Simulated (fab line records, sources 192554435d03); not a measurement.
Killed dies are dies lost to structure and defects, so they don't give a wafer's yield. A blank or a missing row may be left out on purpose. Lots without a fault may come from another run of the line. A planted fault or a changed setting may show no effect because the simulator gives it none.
Split-lot experiment | flow n5_finfet | 7 lots, 39 wafers read, on a route of 1938 steps

THE SPLIT
At N5_BEOL_M0_CUTY_DESCUM_61 (chemistry O2, time 7.9 s), the setting time_s was moved away from the recipe's 7.9 s on 15 of the 39 wafers read, by -57.1% to +46.1%. The other wafers ran this setting at the recipe's value.

The file shows no step between the split and the reading.

THE READING
CAR-ArF-block_of_BEOL_M0_CUTY_COAT_51.thk_nm (the simulator's own value, which no gauge read), in nm, at N5_BEOL_M0_CUTY_ETCH_62 (etches SiARC in CF4, time 58.5 s). The file gives no usual value for it. The 24 wafers here that ran the recipe average 118.4 nm, standard deviation 0.44 nm.

wafer  | tool, chamber at the split | time_s as run, s | against the recipe | CAR-ArF-block_of_BEOL_M0_CUTY_COAT_51.thk_nm, nm | against lot-mates on the recipe
L082.1 | rie_diel-05, 2             | 6.412            | -18.8%             | 118.8                                            | +1.1
L082.2 | rie_diel-05, 1             | 7.9              | recipe             | 117.8                                            | -
L082.4 | rie_diel-05, 3             | 7.9              | recipe             | 117.8                                            | -
L082.3 | rie_diel-05, 0             | 6.412            | -18.8%             | 118.6                                            | +0.9
L082.5 | rie_diel-05, 1             | 7.9              | recipe             | 117.6                                            | -
L082.6 | rie_diel-05, 2             | 6.412            | -18.8%             | 119.2                                            | +1.5
L084.1 | rie_diel-05, 3,2           | 11.54            | +46.1%             | 116                                              | -2.5
L084.4 | rie_diel-05, 3,2           | 11.54            | +46.1%             | 116                                              | -2.5
L084.2 | rie_diel-05, 1             | 11.54            | +46.1%             | 116.4                                            | -2.1
L084.3 | rie_diel-05, 0             | 7.9              | recipe             | 118.6                                            | -
L084.5 | rie_diel-05, 2,1           | 7.9              | recipe             | 118.4                                            | -
L084.6 | rie_diel-05, 2,1           | 7.9              | recipe             | 118.4                                            | -
L086.1 | rie_diel-02, 0             | 9.111            | +15.3%             | 118.4                                            | -0.8
L086.2 | rie_diel-02, 3             | 9.111            | +15.3%             | 118                                              | -1.2
L086.3 | rie_diel-02, 1             | 7.9              | recipe             | 119.4                                            | -
L086.4 | rie_diel-02, 1             | 7.9              | recipe             | 119.2                                            | -
L086.5 | rie_diel-02, 0             | 7.9              | recipe             | 119                                              | -
L086.6 | rie_diel-02, 3             | 9.111            | +15.3%             | 118.2                                            | -1.0
L087.1 | rie_diel-02, 3,0,1         | 7.9              | recipe             | 118.4                                            | -
L087.2 | rie_diel-02, 3,0,1         | 7.9              | recipe             | 118.4                                            | -
L087.5 | rie_diel-02, 3             | 7.9              | recipe             | 118.4                                            | -
L087.3 | rie_diel-02, 3,0,1         | 7.9              | recipe             | 118.2                                            | -
L087.4 | rie_diel-02, 1             | 7.9              | recipe             | 118                                              | -
L087.6 | rie_diel-02, 0             | 7.9              | recipe             | 118                                              | -
L091.1 | rie_diel-02, 2             | 7.9              | recipe             | 118.6                                            | -
L091.5 | rie_diel-02, 2             | 7.9              | recipe             | 118.6                                            | -
L091.2 | rie_diel-02, 0             | 3.39             | -57.1%             | 121.2                                            | +2.7
L091.3 | rie_diel-02, 3             | 3.39             | -57.1%             | 120.8                                            | +2.3
L091.4 | rie_diel-02, 1             | 3.39             | -57.1%             | 121.4                                            | +2.9
L091.6 | rie_diel-02, 1             | 7.9              | recipe             | 118.4                                            | -
L093.1 | rie_diel-05, 1,3           | 3.936            | -50.2%             | 120.2                                            | +2.3
L093.5 | rie_diel-05, 2             | 3.936            | -50.2%             | 120.2                                            | +2.3
L093.2 | rie_diel-05, 0             | 7.9              | recipe             | 118.2                                            | -
L093.3 | rie_diel-05, 1,3           | 3.936            | -50.2%             | 120                                              | +2.1
L093.4 | rie_diel-05, 2             | 7.9              | recipe             | 117.8                                            | -
L093.6 | rie_diel-05, 1             | 7.9              | recipe             | 117.8                                            | -
L094.3 | rie_diel-02, 1             | 7.9              | recipe             | 118.4                                            | -
L094.5 | rie_diel-02, 1             | 7.9              | recipe             | 118.4                                            | -
L094.6 | rie_diel-02, 0             | 7.9              | recipe             | 118.6                                            | -
Where a row lists several chambers, the file gives one row for several wafers and doesn't say which wafer went through which chamber.

THE FIT
A straight line over all 39 wafers: CAR-ArF-block_of_BEOL_M0_CUTY_COAT_51.thk_nm changes by -0.0427 nm for each +1% of time_s; r = -0.93; the points scatter about the line by 0.44 nm.
The same after taking each lot's own level away (the mean of its wafers on the recipe; 39 wafers): -0.0478 nm for each +1%; r = -0.99; scatter 0.21 nm.
On that fit, the largest move of time_s shifts the reading by 2.7 nm.
The lots' own levels span 117.73 to 119.20 nm, that is 3.4 times the standard deviation above.
So the lot-to-lot level changes the slope: the two fits differ.
Check: with one of the wafers moved furthest among these (-57.1%) left out of the fit, the line predicts +2.69 nm for it against its lot-mates. It came out at +2.67 nm against them.

OTHER SPLITS ON THESE WAFERS
These wafers also went through other splits before the reading. Each is held against what the fit with the lots' levels taken away leaves over:
other split on the same wafers          | wafers away from the commonest value | r with CAR-ArF-block_of_BEOL_M0_CUTY_COAT_51.thk_nm (lot level and that fit taken away)
N5_ZERO_LAYER_DEVELOP_10 develop_time_s | 12                                   | +0.00
N5_FIN_SAQP_SPACER1_ALD_24 ald_cycles   | 15                                   | +0.10
N5_SD_EPI_P_EPI_21 time_s               | 15                                   | -0.20
N5_HKMG_FIN_PWFM_ALD_03 ald_cycles      | 9                                    | -0.34

THE WHOLE CHAIN: every reading that the file lists as answering this split, in the file's order
step                      | what it does                     | reading                                                                                       | change (the file's fit)                | r (the file's)
N5_BEOL_M0_CUTY_DESCUM_61 | chemistry O2, time 7.9 s         | CAR-ArF-block_of_BEOL_M0_CUTY_COAT_51.thk_nm (the simulator's own value, which no gauge read) | -0.0473 nm for each +1% of the setting | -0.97
N5_BEOL_M0_CUTY_ETCH_62   | etches SiARC in CF4, time 58.5 s | CAR-ArF-block_of_BEOL_M0_CUTY_COAT_51.thk_nm (the simulator's own value, which no gauge read) | -0.0475 nm for each +1% of the setting | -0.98

THE FILE'S OWN FIT
CAR-ArF-block_of_BEOL_M0_CUTY_COAT_51.thk_nm changes by -0.0475 nm for each +1% of time_s, r = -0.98.
